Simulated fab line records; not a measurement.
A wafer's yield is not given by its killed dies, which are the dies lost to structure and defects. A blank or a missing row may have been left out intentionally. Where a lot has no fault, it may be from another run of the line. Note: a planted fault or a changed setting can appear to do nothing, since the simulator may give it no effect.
The tool behind it: which one? + flow nand harc + Sampling: 13 lots, 39 wafers, 4 of 1302 route steps

== WHAT THE GAUGES READ, wafer by wafer ==
NHARC_A_ONON_D2_THK_MEAS_08: measures by ellipsometry. Usual: thk nm 1003 nm, standard deviation 11.
| lot  | measured     | on            | thk nm (nm)    | flag |
|------|--------------|---------------|----------------|------|
| L604 | day 12 13:50 | film metro-01 | 1013 1011 1011 |      |
| L606 | day 13 12:16 | film metro-02 | 982 983 982    |      |
| L607 | day 13 12:24 | film metro-02 | 996 997 998    |      |
| L609 | day 15 08:17 | film metro-01 | 731 1017 1017  | OFF  |
| L618 | day 18 06:17 | film metro-01 | 999 997 998    |      |
| L619 | day 18 06:28 | film metro-01 | 1016 1018 1017 |      |
| L620 | day 19 00:46 | film metro-02 | 1000 999 1000  |      |
| L621 | day 19 11:47 | film metro-01 | 1002 1002 1000 |      |
| L622 | day 20 07:58 | film metro-02 | 1003 1004 1004 |      |
| L624 | day 20 22:42 | film metro-01 | 1002 1002 1004 |      |
| L625 | day 21 07:55 | film metro-02 | 987 989 987    |      |
| L626 | day 21 07:59 | film metro-02 | 992 993 993    |      |
| L627 | day 21 23:43 | film metro-02 | 1010 1010 1011 |      |

NHARC_END_SORT_01. Usual: killed at array 62, standard deviation 22; killed at other 1.0, standard deviation 1.4; killed at periphery 4.2, standard deviation 2.8; killed dies 67, standard deviation 23; killed open 3.1, standard deviation 1.7; killed short 2.1, standard deviation 1.5.
| lot  | measured     | on        | killed at array | killed at other | killed at periphery | killed dies | killed open | killed short | flag |
|------|--------------|-----------|-----------------|-----------------|---------------------|-------------|-------------|--------------|------|
| L606 | day 25 12:43 | prober-01 | 72 64 76        | 0 0 0           | 2 6 10              | 74 70 86    | 0 2 4       | 1 1 1        |      |
| L609 | day 27 06:32 | prober-01 | 674 97 83       | 0 0 1           | 3 7 2               | 677 104 86  | 3 4 3       | 1 1 1        | OFF  |
| L618 | day 30 10:26 | prober-01 | 61 53 49        | 0 0 0           | 1 4 3               | 62 57 52    | 0 4 1       | 1 2 3        |      |
| L619 | day 30 18:14 | prober-01 | 78 79 82        | 1 0 2           | 0 3 1               | 79 82 85    | 0 3 4       | 3 2 2        |      |
| L621 | day 31 11:38 | prober-01 | 33 32 34        | 0 0 0           | 2 1 1               | 35 33 35    | 3 5 4       | 2 0 2        |      |

== EACH LOT AND THE TOOL THAT RAN IT (in order: tool; ch and the chambers of the sampled wafers; start) ==
| lot  | NHARC_A_DECK1_JOINT_DEP_16      | NHARC_A_ONON_D2_DEP_06           |
|------|---------------------------------|----------------------------------|
| L604 | pecvd-02 ch 1,2, day 12 11:49   | pecvd onon-02 ch 0, day 12 13:22 |
| L606 | pecvd-02 ch 0,1,2, day 13 10:14 | pecvd onon-04 ch 0, day 13 11:49 |
| L607 | pecvd-03 ch 0,1,2, day 13 10:23 | pecvd onon-02 ch 0, day 13 11:53 |
| L609 | pecvd-01 ch 0,1,2, day 15 05:59 | pecvd onon-02 ch 0, day 15 07:50 |
| L618 | pecvd-01 ch 1,2, day 18 04:17   | pecvd onon-01 ch 0, day 18 05:46 |
| L619 | pecvd-01 ch 1,2, day 18 04:28   | pecvd onon-02 ch 0, day 18 05:57 |
| L620 | pecvd-02 ch 0,2, day 18 22:46   | pecvd onon-04 ch 0, day 19 00:19 |
| L621 | pecvd-02 ch 0,1,2, day 19 09:45 | pecvd onon-01 ch 0, day 19 11:16 |
| L622 | pecvd-02 ch 0,1, day 20 05:56   | pecvd onon-02 ch 0, day 20 07:28 |
| L624 | pecvd-03 ch 0,1, day 20 20:40   | pecvd onon-01 ch 0, day 20 22:15 |
| L625 | pecvd-01 ch 0,1,2, day 21 05:55 | pecvd onon-01 ch 0, day 21 07:31 |
| L626 | pecvd-02 ch 0,1, day 21 05:56   | pecvd onon-02 ch 0, day 21 07:32 |
| L627 | pecvd-03 ch 0,1, day 21 21:07   | pecvd onon-01 ch 0, day 21 23:16 |
- NHARC_A_DECK1_JOINT_DEP_16: deposits SiO2, target thk 45 nm.
- NHARC_A_ONON_D2_DEP_06: target thk 1000 nm.

== AS READ BY THE TOOLS THEMSELVES (means over the sampled wafers that have a number; for cases with no such wafer, the mark the record gives instead) ==
NHARC_A_DECK1_JOINT_DEP_16. Usual: heater power outer w 319 W, standard deviation 83; heater power w 560 W, standard deviation 110; rf fwd power W 895.8 W, standard deviation 2.8; showerhead vpp V 1882 V, standard deviation 93; throttle valve pct 15.7 %, standard deviation 0.5.
| lot  | tool     | heater power outer w (W) | heater power w (W) | rf fwd power W (W) | showerhead vpp V (V) | throttle valve pct (%) | flag |
|------|----------|--------------------------|--------------------|--------------------|----------------------|------------------------|------|
| L604 | pecvd-02 | 348                      | 627                | 897.4              | 1856                 | 15.7                   |      |
| L606 | pecvd-02 | 385                      | 677                | 892.8              | 1846                 | 15.4                   |      |
| L607 | pecvd-03 | 229                      | 434                | 896.6              | 1996                 | 16.0                   |      |
| L609 | pecvd-01 | 324                      | 550                | 898.9              | 1841                 | 15.8                   |      |
| L618 | pecvd-01 | 333                      | 574                | 893.8              | 1871                 | 15.7                   |      |
| L619 | pecvd-01 | 257                      | 462                | 895.7              | 1852                 | 16.1                   |      |
| L620 | pecvd-02 | 388                      | 670                | 895.9              | 1854                 | 15.3                   |      |
| L621 | pecvd-02 | 377                      | 641                | 893.0              | 1866                 | 15.4                   |      |
| L622 | pecvd-02 | 371                      | 602                | 900.2              | 1915                 | 15.3                   |      |
| L624 | pecvd-03 | 226                      | 412                | 897.9              | 1931                 | 15.5                   |      |
| L625 | pecvd-01 | 314                      | 534                | 895.5              | 1839                 | 16.1                   |      |
| L626 | pecvd-02 | 384                      | 639                | 895.1              | 1896                 | 15.0                   |      |
| L627 | pecvd-03 | 243                      | 426                | 896.4              | 1983                 | 15.9                   |      |

NHARC_A_ONON_D2_DEP_06. Usual: n2 flow sccm 2750 sccm, standard deviation 8.7; nh3 flow sccm 499.8 sccm, standard deviation 1.6.
| lot  | tool          | n2 flow sccm (sccm) | nh3 flow sccm (sccm) | flag |
|------|---------------|---------------------|----------------------|------|
| L604 | pecvd onon-02 | 2742                | 498.2                |      |
| L606 | pecvd onon-04 | 2759                | 498.4                |      |
| L607 | pecvd onon-02 | 2748                | 500.6                |      |
| L609 | pecvd onon-02 | 2748                | 500.7                |      |
| L618 | pecvd onon-01 | 2761                | 496.7                |      |
| L619 | pecvd onon-02 | 2759                | 499.5                |      |
| L620 | pecvd onon-04 | 2740                | 500.4                |      |
| L621 | pecvd onon-01 | 2745                | 499.5                |      |
| L622 | pecvd onon-02 | 2748                | 500.4                |      |
| L624 | pecvd onon-01 | 2752                | 498.8                |      |
| L625 | pecvd onon-01 | 2749                | 500.9                |      |
| L626 | pecvd onon-02 | 2750                | 499.9                |      |
| L627 | pecvd onon-01 | 2751                | 501.9                |      |

== THE ANSWER, worked out from the rows above alone ==
Rule: take the mean of a lot's wafers that have a number; if it is more than 3 standard deviations from the usual mean, the lot is off. A lot without any number at a reading at which 4 lots or more have one is off too. Any other lot the step has rows for is counted as sound. First the gauges in route order, then the tools' own readings, where a lot's mean is used as printed above. At the first step where some lot is off, the reading lying furthest off is the one used; lots without a number count as furthest.
Off, at NHARC_A_ONON_D2_THK_MEAS_08 on thk nm: L609.
A tool fits if, at a process step before that reading, it ran every lot that is off, and no sound lot after the first of them. Not tried: the gauges at NHARC_A_ONON_D2_THK_MEAS_08; whatever is off there is also off at NHARC_END_SORT_01, on other tools, and gauge error can't account for it. Not one of the candidates tried fits.

== WHAT THE SIMULATOR PUT IN ==
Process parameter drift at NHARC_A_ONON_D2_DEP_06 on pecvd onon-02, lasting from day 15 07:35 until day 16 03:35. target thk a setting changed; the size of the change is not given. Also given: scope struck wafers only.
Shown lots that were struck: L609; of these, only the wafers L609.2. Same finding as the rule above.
